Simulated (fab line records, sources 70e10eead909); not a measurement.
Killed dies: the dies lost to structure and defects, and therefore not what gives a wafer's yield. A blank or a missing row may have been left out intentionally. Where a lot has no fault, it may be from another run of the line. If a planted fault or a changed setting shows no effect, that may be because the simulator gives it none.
What tool caused it?    flow nand_harc    72 wafers from 24 lots sampled at 6 of the route's 1302 steps

WHAT THE GAUGES SHOWED, per wafer
No reading from a measuring or inspecting step in the record can be judged against a usual standard deviation.

TOOL THAT RAN EACH LOT (tool first, then ch and the chambers of the sampled wafers, then the start)
lot   NHARC_P_GATE_ETCH_32              NHARC_P_GATE_DESCUM_48              NHARC_P_GATE_STRIP_112                NHARC_P_GATE_DEGAS_109        NHARC_P_GATE_RTA_80               NHARC_P_M1_ETCH_28
L074  rie_si-01 ch 1,3, day 5 07:44     rie_diel-01 ch 0,2,3, day 5 19:05   plasma_asher-01 ch 0,1, day 5 21:07   pvd_sputter-02, day 6 00:15   rtp_anneal-02 ch 0, day 6 00:32   rie_diel-10 ch 1,2,3, no start
L075  rie_si-06 ch 0,2,3, day 5 11:42   rie_diel-02 ch 0,3, day 6 00:58     plasma_asher-01 ch 0,1, day 6 03:10   pvd_sputter-03, day 6 06:32   rtp_anneal-02 ch 0, day 6 06:57   rie_diel-10 ch 0,3, no start
L076  rie_si-01 ch 1,2,3, day 6 05:03   rie_diel-02 ch 0,3, day 6 16:26     plasma_asher-01 ch 0, day 6 18:40     pvd_sputter-03, day 6 21:55   rtp_anneal-02 ch 0, day 6 22:14   rie_diel-10 ch 0,2,3, no start
L077  rie_si-06 ch 0,1,3, day 6 05:34   rie_diel-01 ch 1,2,3, day 6 17:02   plasma_asher-01 ch 0,1, day 6 19:08   pvd_sputter-02, day 6 22:41   rtp_anneal-02 ch 0, day 6 22:59   rie_diel-09 ch 1,2,3, no start
L079  rie_si-06 ch 1,2, day 7 02:52     rie_diel-02 ch 0,2,3, day 7 14:23   plasma_asher-01 ch 0,1, day 7 16:34   pvd_sputter-01, day 7 19:40   rtp_anneal-01 ch 0, day 7 20:01   rie_diel-10 ch 1,3, no start
L078  rie_si-02 ch 0,2, day 7 03:08     rie_diel-01 ch 0,1,3, day 7 14:35   plasma_asher-02 ch 0,1, day 7 16:46   pvd_sputter-02, day 7 20:13   rtp_anneal-02 ch 0, day 7 20:37   rie_diel-10 ch 0,1, day 8 08:05
L080  rie_si-01 ch 0,3, day 7 11:56     rie_diel-01 ch 1,2, day 8 01:22     plasma_asher-02 ch 0,1, day 8 03:39   pvd_sputter-01, day 8 06:49   rtp_anneal-02 ch 0, day 8 07:12   rie_diel-10 ch 0,1,3, no start
L081  rie_si-06 ch 0,3, day 8 02:08     rie_diel-01 ch 2,3, day 8 13:36     plasma_asher-02 ch 0,1, day 8 15:36   pvd_sputter-02, day 8 18:46   rtp_anneal-02 ch 0, day 8 19:06   rie_diel-09 ch 0,1,3, no start
L082  rie_si-01 ch 0,3, day 8 06:37     rie_diel-08 ch 2,3, day 8 20:17     plasma_asher-01 ch 0, day 8 22:24     pvd_sputter-01, day 9 01:43   rtp_anneal-01 ch 0, day 9 02:02   rie_diel-06 ch 1,2, no start
L083  rie_si-02 ch 0,1,3, day 8 18:58   rie_diel-02 ch 0,2,3, day 9 06:29   plasma_asher-02 ch 0,1, day 9 08:37   pvd_sputter-03, day 9 11:57   rtp_anneal-02 ch 0, day 9 12:15   rie_diel-10 ch 0,2,3, no start
L084  rie_si-06 ch 0,1,2, day 9 06:19   rie_diel-08 ch 1,2, day 9 17:54     plasma_asher-02 ch 0,1, day 9 20:11   pvd_sputter-01, day 9 23:23   rtp_anneal-02 ch 0, day 9 23:44   rie_diel-06 ch 1,2, no start
L085  rie_si-06 ch 2,3, day 9 17:16     rie_diel-08 ch 0,1, day 10 06:52    plasma_asher-01 ch 0,1, day 10 08:52  pvd_sputter-03, day 10 12:10  rtp_anneal-02 ch 0, day 10 12:28  rie_diel-09 ch 0,1, no start
L086  rie_si-06 ch 1,2,3, day 9 22:56   rie_diel-01 ch 0,2,3, day 10 10:28  plasma_asher-01 ch 0,1, day 10 14:37  pvd_sputter-02, day 10 17:48  rtp_anneal-02 ch 0, day 10 18:05  rie_diel-09 ch 0,1,2, no start
L087  rie_si-02 ch 1,3, day 10 10:09    rie_diel-08 ch 2,3, day 10 21:41    plasma_asher-01 ch 1, day 10 23:50    pvd_sputter-01, day 11 03:16  rtp_anneal-02 ch 0, day 11 03:34  rie_diel-06 ch 0,2,3, no start
L089  rie_si-06 ch 1,2, day 11 01:56    rie_diel-02 ch 0,1, day 11 15:40    plasma_asher-01 ch 0,1, day 11 17:47  pvd_sputter-03, day 11 20:58  rtp_anneal-01 ch 0, day 11 21:19  rie_diel-10 ch 0,2,3, no start
L088  rie_si-01 ch 0,2,3, day 11 02:47  rie_diel-02 ch 2,3, day 11 14:20    plasma_asher-01 ch 0,1, day 11 16:32  pvd_sputter-02, day 11 19:35  rtp_anneal-01 ch 0, day 11 19:57  rie_diel-10 ch 1,2,3, no start
L090  rie_si-02 ch 0,1,2, day 12 02:14  rie_diel-08 ch 1,2,3, day 12 13:49  plasma_asher-02 ch 0,1, day 12 15:59  pvd_sputter-03, day 12 19:08  rtp_anneal-01 ch 0, day 12 19:28  rie_diel-10 ch 1,2,3, no start
L091  rie_si-06 ch 0,2,3, day 12 02:56  rie_diel-02 ch 1,2, day 12 14:24    plasma_asher-01 ch 0,1, day 12 16:37  pvd_sputter-01, day 12 19:43  rtp_anneal-02 ch 0, day 12 20:03  rie_diel-06 ch 0,1,2, no start
L092  rie_si-06 ch 1,2, day 12 10:13    rie_diel-02 ch 1,2, day 12 21:38    plasma_asher-02 ch 0,1, day 12 23:53  pvd_sputter-01, day 13 03:02  rtp_anneal-01 ch 0, day 13 03:23  rie_diel-06 ch 0,2,3, no start
L093  rie_si-06 ch 0,3, day 13 01:01    rie_diel-08 ch 0,1,3, day 13 12:37  plasma_asher-01 ch 0,1, day 13 14:47  pvd_sputter-03, day 13 18:06  rtp_anneal-01 ch 0, day 13 18:24  rie_diel-10 ch 0,1, no start
L094  rie_si-06 ch 0,2, day 13 05:34    rie_diel-01 ch 0,1,2, day 13 17:06  plasma_asher-02 ch 0,1, day 13 19:21  pvd_sputter-03, day 13 22:35  rtp_anneal-01 ch 0, day 13 22:55  rie_diel-06 ch 0,1,2, no start
L095  rie_si-02 ch 0,1,3, day 14 05:25  rie_diel-01 ch 0,2, day 14 16:54    plasma_asher-01 ch 0,1, day 14 19:03  pvd_sputter-03, day 14 22:18  rtp_anneal-01 ch 0, day 14 22:37  rie_diel-09 ch 0,3, no start
L096  rie_si-01 ch 1,2,3, day 14 08:09  rie_diel-02 ch 1,2,3, day 14 19:24  plasma_asher-02 ch 0,1, day 14 21:39  pvd_sputter-01, day 15 01:01  rtp_anneal-02 ch 0, day 15 01:18  rie_diel-06 ch 1,2,3, no start
L097  rie_si-02 ch 0,2,3, day 14 18:54  rie_diel-01 ch 0,2,3, day 15 06:31  plasma_asher-02 ch 1, day 15 08:38    pvd_sputter-02, day 15 11:54  rtp_anneal-02 ch 0, day 15 12:13  rie_diel-10 ch 0,2,3, no start
- NHARC_P_GATE_ETCH_32: etches the open film in HBr/Cl2, target depth 150 nm, time 100.1 s.
- NHARC_P_GATE_DESCUM_48: chemistry O2, time 3 s.
- NHARC_P_GATE_STRIP_112: strips in N2/H2, time 200 s.
- NHARC_P_GATE_DEGAS_109: time 60 s.
- NHARC_P_GATE_RTA_80: time 30 s.
- NHARC_P_M1_ETCH_28: etches the open film in CF4/N2, target depth 30 nm, time 72.99 s.

WHAT THE TOOLS THEMSELVES READ (means of the sampled wafers that have a number; where no wafer has one, the mark that the record gives instead)
NHARC_P_GATE_ETCH_32. Usual: drypump_motor_current_A 5.6 A, standard deviation 0.51; oes_product_au 1.004 a.u., standard deviation 0.013; throttle_valve_pct 26.405 %, standard deviation 0.0087.
lot   tool       drypump_motor_current_A (A)  oes_product_au (a.u.)  throttle_valve_pct (%)  flag
L074  rie_si-01  6.2                          1.006                  26.404                  
L075  rie_si-06  5.2                          1.009                  26.407                  
L076  rie_si-01  6.0                          1.013                  26.403                  
L077  rie_si-06  5.1                          0.997                  26.398                  
L079  rie_si-06  5.5                          1.012                  26.402                  
L078  rie_si-02  5.9                          0.995                  26.403                  
L080  rie_si-01  6.2                          1.006                  26.404                  
L081  rie_si-06  5.1                          0.995                  26.415                  
L082  rie_si-01  5.8                          1.017                  26.406                  
L083  rie_si-02  5.8                          1.009                  26.407                  
L084  rie_si-06  5.3                          1.004                  26.404                  
L085  rie_si-06  5.4                          1.004                  26.412                  
L086  rie_si-06  5.4                          1.005                  26.393                  
L087  rie_si-02  6.0                          1.012                  26.413                  
L089  rie_si-06  5.5                          1.004                  26.417                  
L088  rie_si-01  6.0                          1.009                  26.407                  
L090  rie_si-02  5.7                          0.999                  26.395                  
L091  rie_si-06  5.2                          1.009                  26.402                  
L092  rie_si-06  5.5                          1.023                  26.407                  
L093  rie_si-06  5.1                          1.005                  26.404                  
L094  rie_si-06  5.4                          1.021                  26.411                  
L095  rie_si-02  5.8                          0.998                  26.407                  
L096  rie_si-01  6.0                          1.006                  26.399                  
L097  rie_si-02  6.0                          1.002                  26.414                  

NHARC_P_GATE_DESCUM_48. Usual: drypump_motor_current_A 5.7 A, standard deviation 0.35; o2_flow_sccm 200.0 sccm, standard deviation 0.58; oes_product_au 1.001 a.u., standard deviation 0.016; rf_vpp_V 57.7 V, standard deviation 0.87; showerhead_plenum_p_Torr 1.93 Torr, standard deviation 0.085; throttle_valve_pct 11.311 %, standard deviation 0.0089.
lot   tool         drypump_motor_current_A (A)  o2_flow_sccm (sccm)  oes_product_au (a.u.)  rf_vpp_V (V)  showerhead_plenum_p_Torr (Torr)  throttle_valve_pct (%)  flag
L074  rie_diel-01  5.7                          200.0                1.013                  58.2          1.98                             11.304                  
L075  rie_diel-02  5.8                          200.1                1.002                  57.8          1.81                             11.314                  
L076  rie_diel-02  5.8                          200.3                1.008                  57.8          1.81                             11.317                  
L077  rie_diel-01  5.9                          200.2                1.012                  58.0          1.96                             11.313                  
L079  rie_diel-02  5.7                          200.4                1.000                  58.0          1.87                             11.314                  
L078  rie_diel-01  6.0                          200.3                1.012                  58.0          1.99                             11.302                  
L080  rie_diel-01  5.8                          199.9                1.001                  57.6          1.94                             11.315                  
L081  rie_diel-01  5.6                          200.5                1.003                  57.4          1.94                             11.307                  
L082  rie_diel-08  5.3                          199.4                1.015                  57.4          2.01                             11.306                  
L083  rie_diel-02  5.8                          199.7                0.994                  56.2          1.87                             11.309                  
L084  rie_diel-08  5.9                          200.0                1.001                  58.0          1.93                             11.322                  
L085  rie_diel-08  5.5                          199.1                0.978                  58.1          1.96                             11.305                  
L086  rie_diel-01  5.7                          200.6                0.992                  57.8          1.98                             11.309                  
L087  rie_diel-08  5.3                          200.2                1.034                  58.6          2.01                             11.306                  
L089  rie_diel-02  5.6                          200.0                0.988                  56.8          1.81                             11.306                  
L088  rie_diel-02  5.8                          199.2                0.997                  58.3          1.85                             11.315                  
L090  rie_diel-08  5.6                          200.6                1.024                  57.9          1.97                             11.312                  
L091  rie_diel-02  5.4                          199.4                0.994                  58.4          1.87                             11.318                  
L092  rie_diel-02  5.5                          199.8                0.995                  57.8          1.93                             11.308                  
L093  rie_diel-08  5.6                          200.5                1.006                  57.5          1.98                             11.307                  
L094  rie_diel-01  5.9                          199.5                0.990                  59.2          1.98                             11.308                  
L095  rie_diel-01  5.6                          200.5                0.986                  57.8          1.97                             11.310                  
L096  rie_diel-02  5.6                          199.9                1.000                  57.2          1.86                             11.311                  
L097  rie_diel-01  5.7                          200.4                0.988                  57.9          1.98                             11.305                  

NHARC_P_GATE_STRIP_112. Usual: drypump_motor_current_A 5.81 A, standard deviation 0.28; heater_power_w 91 W, standard deviation 14.
lot   tool             drypump_motor_current_A (A)  heater_power_w (W)  flag
L074  plasma_asher-01  5.76                         98                  
L075  plasma_asher-01  5.74                         98                  
L076  plasma_asher-01  5.39                         92                  
L077  plasma_asher-01  5.78                         96                  
L079  plasma_asher-01  5.56                         94                  
L078  plasma_asher-02  6.04                         88                  
L080  plasma_asher-02  6.03                         89                  
L081  plasma_asher-02  6.02                         90                  
L082  plasma_asher-01  5.37                         95                  
L083  plasma_asher-02  6.00                         78                  
L084  plasma_asher-02  6.02                         76                  
L085  plasma_asher-01  5.57                         98                  
L086  plasma_asher-01  5.56                         97                  
L087  plasma_asher-01  5.95                         102                 
L089  plasma_asher-01  5.75                         100                 
L088  plasma_asher-01  5.57                         96                  
L090  plasma_asher-02  6.04                         87                  
L091  plasma_asher-01  5.57                         95                  
L092  plasma_asher-02  6.02                         87                  
L093  plasma_asher-01  5.60                         98                  
L094  plasma_asher-02  6.02                         75                  
L095  plasma_asher-01  5.59                         97                  
L096  plasma_asher-02  6.01                         75                  
L097  plasma_asher-02  6.04                         99                  

NHARC_P_GATE_DEGAS_109. Usual: heater_power_w 487 W, standard deviation 48.
lot   tool            heater_power_w (W)  flag
L074  pvd_sputter-02  507                 
L075  pvd_sputter-03  440                 
L076  pvd_sputter-03  448                 
L077  pvd_sputter-02  508                 
L079  pvd_sputter-01  461                 
L078  pvd_sputter-02  533                 
L080  pvd_sputter-01  480                 
L081  pvd_sputter-02  563                 
L082  pvd_sputter-01  517                 
L083  pvd_sputter-03  460                 
L084  pvd_sputter-01  547                 
L085  pvd_sputter-03  441                 
L086  pvd_sputter-02  539                 
L087  pvd_sputter-01  482                 
L089  pvd_sputter-03  457                 
L088  pvd_sputter-02  536                 
L090  pvd_sputter-03  463                 
L091  pvd_sputter-01  482                 
L092  pvd_sputter-01  490                 
L093  pvd_sputter-03  425                 
L094  pvd_sputter-03  465                 
L095  pvd_sputter-03  447                 
L096  pvd_sputter-01  509                 
L097  pvd_sputter-02  501                 

NHARC_P_GATE_RTA_80. Usual: anneal_temp_c_max 302.1, standard deviation 0.48; lamp_power_pct 2.19 %, standard deviation 0.17; lamp_zone_2_pct 2.19 %, standard deviation 0.17; wafer_temp_C_max 300.92, standard deviation 0.28.
lot   tool           anneal_temp_c_max  lamp_power_pct (%)  lamp_zone_2_pct (%)  wafer_temp_C_max  flag
L074  rtp_anneal-02  302.1              2.32                2.32                 301.23            
L075  rtp_anneal-02  302.8              2.32                2.32                 301.26            
L076  rtp_anneal-02  302.2              2.32                2.32                 300.84            
L077  rtp_anneal-02  302.4              2.32                2.32                 301.25            
L079  rtp_anneal-01  301.9              1.96                1.96                 300.49            
L078  rtp_anneal-02  302.1              2.33                2.32                 300.96            
L080  rtp_anneal-02  302.4              2.32                2.32                 301.15            
L081  rtp_anneal-02  302.3              2.32                2.32                 301.32            
L082  rtp_anneal-01  301.7              1.96                1.96                 300.68            
L083  rtp_anneal-02  302.1              2.32                2.32                 300.95            
L084  rtp_anneal-02  302.1              2.32                2.32                 300.85            
L085  rtp_anneal-02  302.3              2.32                2.32                 300.83            
L086  rtp_anneal-02  302.6              2.32                2.32                 301.04            
L087  rtp_anneal-02  302.3              2.32                2.32                 301.09            
L089  rtp_anneal-01  302.2              1.96                1.96                 300.79            
L088  rtp_anneal-01  301.4              1.96                1.96                 300.67            
L090  rtp_anneal-01  301.6              1.96                1.96                 300.81            
L091  rtp_anneal-02  302.4              2.32                2.32                 301.14            
L092  rtp_anneal-01  301.7              1.96                1.96                 300.59            
L093  rtp_anneal-01  301.8              1.96                1.96                 300.81            
L094  rtp_anneal-01  301.7              1.96                1.96                 300.87            
L095  rtp_anneal-01  301.4              1.96                1.96                 300.70            
L096  rtp_anneal-02  302.3              2.32                2.32                 300.90            
L097  rtp_anneal-02  302.3              2.32                2.32                 300.72            

NHARC_P_M1_ETCH_28. Usual: drypump_motor_current_A 5.6 A, standard deviation 0.42; oes_product_au 0.998 a.u., standard deviation 0.012; rf_vpp_V 314.6 V, standard deviation 1.8; showerhead_plenum_p_Torr 2.65 Torr, standard deviation 0.095; throttle_valve_pct 19.793 %, standard deviation 0.01.
lot   tool         drypump_motor_current_A (A)  oes_product_au (a.u.)  rf_vpp_V (V)  showerhead_plenum_p_Torr (Torr)  throttle_valve_pct (%)  flag
L074  rie_diel-10  5.3                          1.001                  315.0         2.64                             19.804                  
L075  rie_diel-10  5.7                          1.006                  314.5         2.68                             19.786                  
L076  rie_diel-10  5.4                          1.003                  315.1         2.66                             19.776                  
L077  rie_diel-09  5.8                          1.000                  313.8         2.64                             19.799                  
L079  rie_diel-10  5.6                          1.004                  314.9         2.66                             19.800                  
L078  rie_diel-10  5.5                          1.000                  315.7         2.72                             19.788                  
L080  rie_diel-10  5.6                          0.996                  315.1         2.70                             19.790                  
L081  rie_diel-09  5.7                          1.017                  314.7         2.66                             19.801                  
L082  rie_diel-06  5.9                          0.994                  313.1         2.58                             19.797                  
L083  rie_diel-10  5.4                          1.005                  314.4         2.65                             19.789                  
L084  rie_diel-06  5.9                          0.993                  313.7         2.61                             19.796                  
L085  rie_diel-09  5.9                          1.012                  314.7         2.64                             19.796                  
L086  rie_diel-09  6.0                          0.999                  315.4         2.70                             19.789                  
L087  rie_diel-06  5.5                          0.988                  313.5         2.61                             19.798                  
L089  rie_diel-10  5.4                          0.993                  314.5         2.65                             19.795                  
L088  rie_diel-10  5.3                          0.990                  315.1         2.63                             19.796                  
L090  rie_diel-10  5.3                          0.991                  314.1         2.63                             19.792                  
L091  rie_diel-06  5.7                          0.997                  314.8         2.65                             19.792                  
L092  rie_diel-06  5.5                          0.996                  313.3         2.60                             19.795                  
L093  rie_diel-10  5.7                          0.993                  316.6         2.73                             19.784                  
L094  rie_diel-06  5.7                          1.004                  314.5         2.64                             19.794                  
L095  rie_diel-09  5.5                          0.992                  314.5         2.65                             19.785                  
L096  rie_diel-06  5.7                          0.998                  312.9         2.56                             19.783                  
L097  rie_diel-10  5.4                          0.996                  314.7         2.65                             19.798                  

THE ANSWER, worked out from the rows above alone
Rule: take the mean of a lot's wafers that have a number; if it is more than 3 standard deviations from the usual mean, the lot is off. A lot without any number at a reading at which 4 lots or more have one is off too. Any other lot the step has rows for is counted as sound. First the gauges in route order, then the tools' own readings, where a lot's mean is used as printed above. The first step at which some lot is off is used, and at that step the reading that is off furthest; a lot without a number counts as furthest.
No lot is off at any reading shown: from this, nothing can be told.

WHAT WAS PUT IN BY THE SIMULATOR
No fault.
